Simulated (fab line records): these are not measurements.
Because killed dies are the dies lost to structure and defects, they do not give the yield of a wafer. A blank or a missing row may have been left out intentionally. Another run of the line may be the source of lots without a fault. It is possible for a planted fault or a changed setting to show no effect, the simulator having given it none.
fab line records	flow n5-finfet	part 1 of 2: steps 1 to 27 of 28
[record] lots = 6	wafers = 18	last-day = 18
route steps=1938 shown WELL_APT@50 PMOS_HMC_CHANNEL_EPI@57 BEOL_M4@1111 PASSIVATION@1936
lots that met no fault: from a run of the same line without faults
start-h: the number of hours between the record's first day and the start of the first shown wafer of the lot	wait-h: how many hours have passed since the lot's step before this one	" unchanged from the row above	L1.1+2: a row that stands for several wafers	- value missing, or start not given	* or withheld: withheld	< > ~ a bound
route shown NAME@n: NAME is a module with steps in the file, n the number in the route of the first one	usual: mean/standard deviation taken from wafers without a fault	same: alike in all rows	chamber/n: place in a boat	sites: per-site readings	_std_site: standard deviation across them	_edge_site: outer sites' mean less inner sites'	radius-mm: for every site, how far away it sits from the centre of the wafer	mask NAME#n: copy n	behind: the tool/chamber that last shaped the wafer	hold: what put the lot on hold/how long, in hours/how the hold closed	device: names the non-switching transistor (n, p or np)	end of line: the same wafers' tests at the end of the route	where a step has no rows: the recipe by itself	killed: dies that structure and defects cost at the first sort, which is not the same as the wafer's yield	map: shows each die of a wafer: x if killed, . if not, _ if none is there
set.NAME: setting as actually run; set.NAME@STEP: the setting as run at that earlier step	model.NAME: the simulator's own value behind a step, which no gauge read
certain route steps with their lots: each step a table, each wafer a row
services: when a tool's chamber went out of use (start-h, in hours from the record's first day, below 0 if earlier), for how many hours, and the reason
[[steps]]
[step N5_WELL_APT_RTA_34]
[recipe] temp-c = 1000	time-s = 10	ambient = N2	idle-temp-c = 600	ramp-up-c-per-s = 150	ramp-down-c-per-s = 60	cool-to-c = 600
[usual] lamp-power-pct = 13.00/0.056	lamp_zone_4_pct = 12.99/0.033	wafer_temp_C_max = 1003.6/1.1
lot.wafer	tool	chamber	start-h	wait-h	lamp-power-pct	lamp_zone_4_pct	wafer_temp_C_max
L298.3	rtp-anneal-01	0	22.24	0.1	13.03	12.93	1002.3
L298.5	"	0	"	"	13.03	12.97	1003.4
L298.6	"	0	"	"	12.99	13.02	1003.1
L299.1	rtp-anneal-01	0	27.97	0.0	12.97	13.01	1003.0
L299.2	"	0	"	"	12.93	13.01	1003.7
L299.5	"	0	"	"	12.99	12.95	1003.5
L304.4	rtp-anneal-02	0	57.74	0.1	12.98	13.00	1004.7
L304.5	"	0	"	"	12.97	12.95	1002.6
L304.6	"	0	"	"	12.96	12.99	1004.1
L305.4	rtp-anneal-02	0	63.79	0.1	13.01	12.99	1001.7
L305.5	"	0	"	"	13.01	12.96	1003.3
L305.6	"	0	"	"	13.02	13.02	1002.1
L313.1	rtp-anneal-01	0	111.80	0.0	13.00	12.95	1003.6
L313.3	"	0	"	"	12.91	12.98	1004.2
L313.5	"	0	"	"	12.98	12.96	1003.4
L320.1	rtp-anneal-01	0	156.48	0.0	13.06	12.98	1003.7
L320.3	"	0	"	"	13.09	13.02	1004.0
L320.5	"	0	"	"	12.96	12.99	1003.0
[step N5_WELL_APT_OXIDE_STRIP_42]
[recipe] chemistry = dHF	dilution = 25:1	time-s = 45	temp-c = 25	target = SiO2	target-depth-a = 120
[step N5_WELL_APT_PRECLEAN_36]
[recipe] chemistry = O3/DIW	time-s = 45	temp-c = 22	o3-ppm = 10
[step N5_WELL_APT_PRECLEAN_39]
[recipe] chemistry = dHF	time-s = 60	dilution = 150:1	temp-c = 25
[step N5_WELL_APT_SRD_37]
[recipe] dry = ipa-marangoni	do-ppb = 5	time-s = 30	temp-c = 23	rinse-liquid = diw
[step N5_WELL_APT_EPI_41]
[recipe] material = Si	target-thk-a = 500	temp-c = 650	precursor = SiH4/H2	pressure-torr = 20	time-s = 297.7
[usual] chamber-pressure-Torr = 20.01/0.04	throttle-valve-pct = 10.90/0.2
lot.wafer	tool	chamber	start-h	wait-h	chamber-pressure-Torr	throttle-valve-pct
L298.3	epi-rpcvd-02	0	22.70	0.3	20.02	10.86
L298.5	"	0	"	"	20.03	10.55
L298.6	"	0	"	"	20.02	10.65
L299.1	epi-rpcvd-04	0	28.21	0.0	20.05	11.08
L299.2	"	0	"	"	19.93	11.13
L299.5	"	0	"	"	20.02	10.97
L304.4	epi-rpcvd-04	0	58.22	0.3	20.02	11.19
L304.5	"	0	"	"	19.97	11.24
L304.6	"	0	"	"	20.02	11.36
L305.4	epi-rpcvd-02	0	64.28	0.3	20.05	10.85
L305.5	"	0	"	"	20.08	10.53
L305.6	"	0	"	"	20.01	10.54
L313.1	epi-rpcvd-02	0	112.04	0.0	19.96	10.95
L313.3	"	0	"	"	19.98	10.76
L313.5	"	0	"	"	19.97	10.96
L320.1	epi-rpcvd-01	0	156.71	0.0	20.04	10.94
L320.3	"	0	"	"	20.01	11.10
L320.5	"	0	"	"	20.03	11.09
[step N5_WELL_APT_INSPECT_38]
[recipe] inspect-instrument = darkfield	mode = post-epi
[usual] raw-defect-count = 13/4.3
lot.wafer	tool	chamber	start-h	wait-h	raw-defect-count
L298.3	defect-inspect-02	-	23.27	0.4	16
L298.5	"	-	"	"	18
L298.6	"	-	"	"	11
L299.1	defect-inspect-01	-	28.84	0.5	14
L299.2	"	-	"	"	17
L299.5	"	-	"	"	16
L304.4	defect-inspect-02	-	58.56	0.2	9
L304.5	"	-	"	"	14
L304.6	"	-	"	"	8
L305.4	defect-inspect-01	-	64.62	0.2	8
L305.5	"	-	"	"	10
L305.6	"	-	"	"	17
L313.1	defect-inspect-01	-	112.87	0.7	19
L313.3	"	-	"	"	11
L313.5	"	-	"	"	13
L320.1	defect-inspect-01	-	157.35	0.5	20
L320.3	"	-	"	"	20
L320.5	"	-	"	"	11
[step N5_PMOS_HMC_CHANNEL_EPI_HM_DEP_34]
[recipe] material = SiO2	target-thk-a = 360	temp-c = 400	precursor = TEOS/O2	pressure-torr = 6.5	rf-w = 900	teos-flow-sccm = 161.4	gas = O2	flow-sccm = 2650	time-s = 6.9
[step N5_PMOS_HMC_CHANNEL_EPI_COAT_31]
[recipe] resist = BARC	temp-c = 205	time-s = 60	spin-rpm = 1500	resist-thk-nm = 66
[step N5_PMOS_HMC_CHANNEL_EPI_COAT_03]
[recipe] resist = CAR-ArF-block	spin-rpm = 1500	resist-thk-nm = 205
[step N5_PMOS_HMC_CHANNEL_EPI_EBR_05]
[recipe] solvent = PGMEA	ebr-width-mm = 1.5
[step N5_PMOS_HMC_CHANNEL_EPI_SOFTBAKE_04]
[recipe] temp-c = 110	time-s = 60	resist = CAR-ArF-block
[step N5_PMOS_HMC_CHANNEL_EPI_EXPOSE_06]
[recipe] mask-id = PMOS_HMC_BLK	na = 1.35	source-shape = conventional	sigma-outer = 0.8	polarization = unpolarized	target-cd-nm = 240	dose-mj = 41
lot.wafer	tool	chamber	start-h	wait-h	mask
L298.3+5+6	arfi-scanner-02	0	23.60	-	PMOS_HMC_BLK#0
L299.1+2+5	arfi-scanner-03	0	29.18	-	PMOS_HMC_BLK#0
L304.4+5+6	arfi-scanner-02	0	58.77	-	PMOS_HMC_BLK#0
L305.4+5+6	arfi-scanner-02	0	64.83	-	PMOS_HMC_BLK#0
L313.1+3+5	arfi-scanner-03	0	113.06	-	PMOS_HMC_BLK#0
L320.1+3+5	arfi-scanner-03	0	157.68	-	PMOS_HMC_BLK#0
[step N5_PMOS_HMC_CHANNEL_EPI_PEB_07]
[recipe] peb-temp-c = 110	peb-time-s = 60	resist = CAR-ArF-block
[step N5_PMOS_HMC_CHANNEL_EPI_DEVELOP_08]
[recipe] develop-time-s = 30	developer = TMAH	resist = CAR-ArF-block	dev-temp-c = 23	rinse-liquid = diw	dry = air-spin
[step N5_PMOS_HMC_CHANNEL_EPI_CD_MEAS_09]
[recipe] target-cd-nm = 237.4	landing-energy-ev = 500	detector = se-inlens
[usual] cd-nm = 236.8/0.92
lot.wafer	tool	chamber	start-h	wait-h	cd-nm
L298.3	cd-sem-03	0	23.72	-	236.5
L298.5	"	0	"	"	235.9
L298.6	"	0	"	"	236.0
L299.1	cd-sem-01	0	29.30	-	239.0
L299.2	"	0	"	"	238.4
L299.5	"	0	"	"	238.6
L304.4	cd-sem-02	0	58.88	-	238.4
L304.5	"	0	"	"	260.1
L304.6	"	0	"	"	237.2
L305.4	cd-sem-02	0	64.94	-	237.0
L305.5	"	0	"	"	256.9
L305.6	"	0	"	"	237.2
L313.1	cd-sem-01	0	113.19	-	236.5
L313.3	"	0	"	"	236.5
L313.5	"	0	"	"	236.6
L320.1	cd-sem-01	0	157.80	-	237.2
L320.3	"	0	"	"	237.5
L320.5	"	0	"	"	237.4
[step N5_PMOS_HMC_CHANNEL_EPI_OVL_MEAS_10]
[recipe] points-per-wafer = 44
[usual] PMOS_HMC_BLK_OVL = 0.2/0.77
lot.wafer	tool	chamber	start-h	wait-h	PMOS_HMC_BLK_OVL[nm]
L298.3	overlay-01	0	23.74	0.0	2.0
L298.5	"	0	"	"	0.2
L298.6	"	0	"	"	1.6
L299.1	overlay-01	0	29.33	0.0	0.0
L299.2	"	0	"	"	0.2
L299.5	"	0	"	"	2.0
L304.4	overlay-01	0	58.90	0.0	-0.9
L304.5	"	0	"	"	-0.5
L304.6	"	0	"	"	0.2
L305.4	overlay-02	0	64.97	0.0	0.2
L305.5	"	0	"	"	-0.4
L305.6	"	0	"	"	0.6
L313.1	overlay-01	0	113.22	0.0	0.1
L313.3	"	0	"	"	-1.0
L313.5	"	0	"	"	-0.1
L320.1	overlay-01	0	157.84	0.0	0.5
L320.3	"	0	"	"	-0.1
L320.5	"	0	"	"	1.1
[step N5_PMOS_HMC_CHANNEL_EPI_INSPECT_11]
[recipe] mode = adi	inspect-instrument = macro
[usual] raw-defect-count = 2.2/1.4
lot.wafer	tool	chamber	start-h	wait-h	raw-defect-count
L298.3	defect-inspect-01	-	23.77	0.0	5
L298.5	"	-	"	"	1
L298.6	"	-	"	"	4
L299.1	defect-inspect-01	-	29.35	0.0	4
L299.2	"	-	"	"	2
L299.5	"	-	"	"	6
L304.4	defect-inspect-01	-	58.93	0.0	0
L304.5	"	-	"	"	0
L304.6	"	-	"	"	1
L305.4	defect-inspect-02	-	64.99	0.0	2
L305.5	"	-	"	"	2
L305.6	"	-	"	"	2
L313.1	defect-inspect-01	-	113.24	0.0	0
L313.3	"	-	"	"	2
L313.5	"	-	"	"	1
L320.1	defect-inspect-02	-	157.86	0.0	2
L320.3	"	-	"	"	3
L320.5	"	-	"	"	3
[step N5_PMOS_HMC_CHANNEL_EPI_DESCUM_14]
[recipe] chemistry = O2	time-s = 7.9	source-power-w = 50	bias-power-w = 20	pressure-mtorr = 20	rf-frequency-hz = 2.712e+07	temp-c = 40	resist = CAR-ArF-block	o2-flow-sccm = 225
[usual] drypump-motor-current-A = 5.8/0.37	oes-product-au = 0.74/0.062	rf-vpp-V = 242.9/1.4	showerhead-plenum-p-Torr = 2.08/0.085	throttle-valve-pct = 20.59/0.25
lot.wafer	tool	chamber	start-h	wait-h	drypump-motor-current-A	oes-product-au	rf-hours-counter-h	rf-vpp-V	showerhead-plenum-p-Torr	throttle-valve-pct	model.PMOS_HMC_CHANNEL_EPI.cd-nm
L298.3	rie-diel-06	0	23.80	0.0	5.5	0.74	193	242.3	1.98	20.66	236.4
L298.5	"	0	"	"	5.5	0.74	-	243.3	1.98	20.67	236.2
L298.6	"	1	"	"	6.2	0.80	-	245.0	2.21	20.70	236.1
L299.1	rie-diel-05	2	29.39	0.0	5.4	0.70	219	244.9	2.17	20.87	238.7
L299.2	"	3	"	"	5.9	0.81	104	244.5	2.20	20.63	238.5
L299.5	"	0	"	"	5.4	0.78	-	243.0	2.02	20.36	238.7
L304.4	rie-diel-05	0	59.06	0.1	5.4	0.78	105	241.2	2.02	20.37	238.2
L304.5	"	0	"	"	5.4	0.78	-	241.5	2.02	20.36	259.8
L304.6	"	1	"	"	6.2	0.69	-	244.0	2.13	20.22	237.1
L305.4	rie-diel-05	2	65.03	0.0	5.4	0.70	228	242.7	2.16	20.89	237
L305.5	"	1	"	"	6.2	0.69	-	245.3	2.13	20.23	256.7
L305.6	"	0	"	"	5.4	0.77	-	241.7	2.02	20.37	237.1
L313.1	rie-diel-05	0	113.28	0.0	5.4	0.75	122	241.2	2.02	20.41	236.4
L313.3	"	3	"	"	5.9	0.78	128	242.2	2.19	20.70	236.8
L313.5	"	3	"	"	5.9	0.78	-	244.7	2.19	20.70	236.7
L320.1	rie-diel-01	1	157.89	0.0	4.9	0.71	198	245.0	2.14	20.44	237.1
L320.3	"	2	"	"	6.0	0.74	144	240.5	2.01	20.15	237.9
L320.5	"	3	"	"	5.9	0.66	-	244.3	2.06	20.90	237
[step N5_PMOS_HMC_CHANNEL_EPI_ETCH_32]
[recipe] chemistry = N2/H2	target = BARC	stop-on = SiO2	target-depth-a = 858	over-etch-frac = 0.3	time-s = 50.3	ion-energy-ev = 200	mask-material = CAR-ArF-block	pressure-mtorr = 30	source-w = 840	bias-w = 150	n2-flow-sccm = 200	h2-flow-sccm = 200
[usual] drypump-motor-current-A = 5.8/0.37	oes-product-au = 0.64/0.051	rf-vpp-V = 523.7/2.7	showerhead-plenum-p-Torr = 2.54/0.1	throttle-valve-pct = 18.11/0.24
lot.wafer	tool	chamber	start-h	wait-h	drypump-motor-current-A	oes-product-au	rf-hours-counter-h	rf-vpp-V	showerhead-plenum-p-Torr	throttle-valve-pct
L298.3	rie-diel-06	0	23.84	0.0	5.5	0.63	193	520.3	2.41	18.19
L298.5	"	0	"	"	5.5	0.64	-	521.5	2.41	18.17
L298.6	"	1	"	"	6.2	0.68	-	527.0	2.67	18.18
L299.1	rie-diel-05	2	29.42	0.0	5.5	0.60	219	526.6	2.63	18.40
L299.2	"	3	"	"	5.9	0.69	104	526.8	2.67	18.06
L299.5	"	0	"	"	5.4	0.66	-	520.5	2.47	17.92
L304.4	rie-diel-05	0	59.10	0.0	5.4	0.66	105	522.0	2.46	17.94
L304.5	"	0	"	"	5.4	0.66	-	520.8	2.46	17.94
L304.6	"	1	"	"	6.3	0.61	-	526.4	2.63	17.86
L305.4	rie-diel-05	2	65.06	0.0	5.4	0.59	228	526.0	2.63	18.41
L305.5	"	1	"	"	6.2	0.61	-	526.8	2.63	17.87
L305.6	"	0	"	"	5.4	0.66	-	521.5	2.46	17.95
L313.1	rie-diel-05	0	113.31	0.0	5.4	0.65	122	522.1	2.46	17.96
L313.3	"	3	"	"	5.9	0.67	128	527.6	2.66	18.11
L313.5	"	3	"	"	5.9	0.67	-	526.7	2.66	18.12
L320.1	rie-diel-01	1	157.93	0.0	5.0	0.60	198	526.6	2.63	18.03
L320.3	"	2	"	"	6.0	0.64	144	522.9	2.45	17.68
L320.5	"	3	"	"	5.9	0.59	-	522.4	2.50	18.23
[step N5_PMOS_HMC_CHANNEL_EPI_HM_OPEN_15]
[recipe] chemistry = CHF3/O2	target = SiO2	mask-material = CAR-ArF-block	target-depth-a = 406	CHF3_flow_sccm = 50	O2_flow_sccm = 5	Ar_flow_sccm = 200	time-s = 20.3	pressure-mtorr = 30	source-w = 650	bias-w = 170	ion-energy-ev = 200
[step N5_PMOS_HMC_CHANNEL_EPI_STRIP_33]
[recipe] chemistry = N2/H2	power-w = 500	temp-c = 40	pressure-mtorr = 50	rf-frequency-hz = 6e+07	overash-fraction = 0.3	bias-power-w = 8	h2-frac = 0.5	n2-flow-sccm = 300	h2-flow-sccm = 300
[usual] drypump-motor-current-A = 5.8/0.37	oes-product-au = 0.74/0.063	rf-vpp-V = 54.2/1.8	showerhead-plenum-p-Torr = 3.35/0.13	throttle-valve-pct = 19.2/0.35
lot.wafer	tool	chamber	start-h	wait-h	drypump-motor-current-A	oes-product-au	rf-hours-counter-h	rf-vpp-V	showerhead-plenum-p-Torr	throttle-valve-pct
L298.3	rie-diel-06	0	23.93	0.0	5.5	0.74	193	53.7	3.19	19.4
L298.5	"	0	"	"	5.5	0.76	-	53.9	3.19	19.3
L298.6	"	1	"	"	6.2	0.80	-	52.6	3.52	19.4
L299.1	rie-diel-05	2	29.52	0.0	5.4	0.70	219	54.9	3.47	19.6
L299.2	"	3	"	"	5.9	0.81	104	57.9	3.52	19.3
L299.5	"	0	"	"	5.4	0.79	-	52.1	3.26	19.3
L304.4	rie-diel-05	0	59.20	0.0	5.4	0.78	105	52.9	3.26	19.3
L304.5	"	0	"	"	5.4	0.78	-	56.6	3.26	19.3
L304.6	"	1	"	"	6.3	0.69	-	54.9	3.47	18.8
L305.4	rie-diel-05	2	65.16	0.0	5.5	0.69	228	57.0	3.46	19.6
L305.5	"	1	"	"	6.2	0.70	-	53.8	3.47	18.8
L305.6	"	0	"	"	5.4	0.78	-	52.3	3.26	19.3
L313.1	rie-diel-05	0	113.41	0.0	5.4	0.74	122	55.1	3.25	19.3
L313.3	"	3	"	"	5.9	0.78	128	55.1	3.51	19.3
L313.5	"	3	"	"	5.9	0.79	-	54.2	3.51	19.3
L320.1	rie-diel-01	1	158.03	0.0	4.9	0.70	198	55.3	3.47	19.0
L320.3	"	2	"	"	6.0	0.74	144	58.3	3.24	18.8
L320.5	"	3	"	"	5.9	0.67	-	54.4	3.31	19.1
[step N5_PMOS_HMC_CHANNEL_EPI_STRIP_17]
[recipe] chemistry = SPM	time-s = 750	temp-c = 130	h2so4-h2o2-vol-ratio = 4	dry = ipa-marangoni
[step N5_PMOS_HMC_CHANNEL_EPI_ETCH_38]
[recipe] chemistry = CF4	target = SiO2	target-depth-a = 15	ion-energy-ev = 350	pressure-mtorr = 10	icp-w = 800	bias-w = 400	cf4-flow-sccm = 80
[usual] drypump-motor-current-A = 5.6/0.43	oes-product-au = 1.007/0.013	throttle-valve-pct = 21.78/0.26
lot.wafer	tool	chamber	start-h	wait-h	drypump-motor-current-A	oes-product-au	rf-hours-counter-h	throttle-valve-pct
L298.3	rie-si-04	0	24.45	0.0	5.6	1.007	169	22.21
L298.5	"	1	"	"	5.4	0.998	-	21.76
L298.6	"	3	"	"	5.3	0.999	-	22.11
L299.1	rie-si-06	3	29.82	0.0	6.2	1.023	61	21.71
L299.2	"	2	"	"	6.0	0.988	199	21.53
L299.5	"	3	"	"	6.2	1.015	-	21.68
L304.4	rie-si-04	0	59.50	0.0	5.6	1.019	169	22.21
L304.5	"	0	"	"	5.6	1.009	-	22.21
L304.6	"	3	"	"	5.3	0.991	-	22.09
L305.4	rie-si-04	1	65.46	0.0	5.4	0.994	125	21.74
L305.5	"	3	"	"	5.3	0.999	-	22.11
L305.6	"	2	"	"	5.9	1.000	-	21.95
L313.1	rie-si-04	2	113.71	0.0	5.9	1.002	8	21.96
L313.3	"	1	"	"	5.4	0.993	126	21.75
L313.5	"	0	"	"	5.6	1.016	-	22.23
L320.1	rie-si-01	1	158.33	0.0	6.6	1.018	161	21.88
L320.3	"	3	"	"	5.6	0.983	17	21.70
L320.5	"	0	"	"	5.7	0.994	-	21.48
[step N5_PMOS_HMC_CHANNEL_EPI_FIN_RECESS_16]
[recipe] chemistry = HBr/Cl2	target = Si	mask-material = SiO2	target-depth-a = 540	time-s = 18	pressure-mtorr = 10	icp-w = 800	bias-w = 75	HBr_flow_sccm = 150	Cl2_flow_sccm = 80
[usual] drypump-motor-current-A = 5.6/0.43	oes-product-au = 1.004/0.011	throttle-valve-pct = 35.6/0.36
lot.wafer	tool	chamber	start-h	wait-h	drypump-motor-current-A	oes-product-au	rf-hours-counter-h	throttle-valve-pct	model.PMOS_HMC_CHANNEL_EPI.cd-nm
L298.3	rie-si-04	0	24.47	0.0	5.6	1.010	169	36.2	238.3
L298.5	"	1	"	"	5.4	1.007	-	35.5	238
L298.6	"	3	"	"	5.3	0.993	-	36.0	238.5
L299.1	rie-si-06	3	29.84	0.0	6.3	1.003	61	35.5	242.5
L299.2	"	2	"	"	5.9	0.989	199	35.1	241.3
L299.5	"	3	"	"	6.3	1.008	-	35.5	240.8
L304.4	rie-si-04	0	59.52	0.0	5.6	1.003	169	36.2	240.2
L304.5	"	0	"	"	5.6	1.013	-	36.2	261.8
L304.6	"	3	"	"	5.3	0.982	-	36.0	240.2
L305.4	rie-si-04	1	65.48	0.0	5.4	1.002	125	35.5	239.7
L305.5	"	3	"	"	5.3	0.997	-	36.0	258.6
L305.6	"	2	"	"	5.9	1.008	-	35.7	238.8
L313.1	rie-si-04	2	113.73	0.0	5.8	1.007	8	35.7	238.8
L313.3	"	1	"	"	5.4	1.003	126	35.5	239
L313.5	"	0	"	"	5.6	1.009	-	36.2	238.6
L320.1	rie-si-01	1	158.35	0.0	6.6	1.010	161	35.7	240.3
L320.3	"	3	"	"	5.7	0.989	17	35.3	241.1
L320.5	"	0	"	"	5.7	1.001	-	35.5	241.5
[step N5_PMOS_HMC_CHANNEL_EPI_PRECLEAN_36]
[recipe] chemistry = O3/DIW	time-s = 45	temp-c = 22	o3-ppm = 10
[step N5_BEOL_M4_RC_MEAS_101]
[usual] DIBL_N = 35.1/1.5	DIBL_P = 35.2/2	IOFF_N = 0.146/0.028	IOFF_P = 0.20/0.036	ION_N = 670/12	ION_P = 462/8.2	SS_N = 71.2/0.63	SS_P = 73.1/0.7	VT_N = 250/3.6	VT_P = -251/3.3
lot.wafer	tool	chamber	start-h	wait-h	DIBL_N[mV/V]	DIBL_P[mV/V]	IOFF_N[nA/um]	IOFF_P[nA/um]	ION_N[uA/um]	ION_P[uA/um]	SS_N[mV/dec]	SS_P[mV/dec]	VT_N[mV]	VT_P[mV]
L299.1	prober-01	0	170.74	0.0	35.1	35.2	0.126	0.18	656	450	70.6	72.2	255	-254
L299.2	"	0	"	"	35.8	36.2	0.139	0.20	669	463	71.0	72.8	253	-253
L299.5	"	0	"	"	35.9	36.1	0.139	0.19	650	440	71.8	72.9	256	-254
L298.3	prober-02	0	190.64	0.3	34.0	34.6	0.138	0.19	664	460	71.6	73.0	248	-250
L298.5	"	0	"	"	33.5	33.7	0.128	0.18	685	466	70.5	72.5	250	-250
L298.6	"	0	"	"	34.6	35.0	0.135	0.20	663	460	70.8	73.2	250	-250
L304.4	prober-02	0	215.60	0.5	37.1	35.6	0.182	0.24	668	457	71.7	73.7	247	-245
L304.5	"	0	"	"	36.9	36.6	0.207	0.27	700	478	71.3	73.9	244	-246
L304.6	"	0	"	"	36.4	36.2	0.184	0.25	697	474	71.8	73.5	242	-244
L305.4	prober-01	0	217.13	0.5	35.1	38.5	0.179	0.23	675	460	71.7	74.5	242	-248
L305.5	"	0	"	"	35.9	38.9	0.180	0.25	671	467	71.4	74.0	245	-245
L305.6	"	0	"	"	33.1	34.6	0.129	0.18	670	459	70.5	72.8	251	-253
L313.1	prober-01	0	270.69	0.0	34.3	34.7	0.122	0.17	665	461	71.1	72.9	255	-254
L313.3	"	0	"	"	35.1	35.5	0.127	0.18	654	453	71.3	73.6	253	-253
L313.5	"	0	"	"	36.5	37.2	0.155	0.20	676	465	71.5	72.6	248	-252
L320.1	prober-01	0	327.70	0.0	31.6	31.8	0.105	0.16	672	466	70.7	71.2	254	-253
L320.3	"	0	"	"	34.1	34.6	0.129	0.18	656	457	71.5	73.2	252	-252
L320.5	"	0	"	"	34.3	35.0	0.138	0.19	659	459	70.6	72.0	249	-251
[[key]]
[first-sign] step = N5_PMOS_HMC_CHANNEL_EPI_CD_MEAS_09	reading = cd-nm	direction = up	sigmas = 24	usual = 236.8	struck = 258.5
effect none on later readings
[model-effect] step = N5_PMOS_HMC_CHANNEL_EPI_DESCUM_14	value = PMOS_HMC_CHANNEL_EPI.cd-nm	without = 237.1	struck = 258.2
[model-effect] step = N5_PMOS_HMC_CHANNEL_EPI_FIN_RECESS_16	value = PMOS_HMC_CHANNEL_EPI.cd-nm	without = 239.1	struck = 260.2
met-at N5_PMOS_HMC_CHANNEL_EPI_EXPOSE_06
struck-wafers L304.5,L305.5
onset-between 23.60 58.77
[fault] kind = process-parameter-drift	tool = arfi-scanner-02	chamber = -	onset-h = 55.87	steps = N5_PMOS_HMC_CHANNEL_EPI_EXPOSE_06	channel = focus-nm	offset = 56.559	shape = step	end-h = 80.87	scope = struck-wafers-only
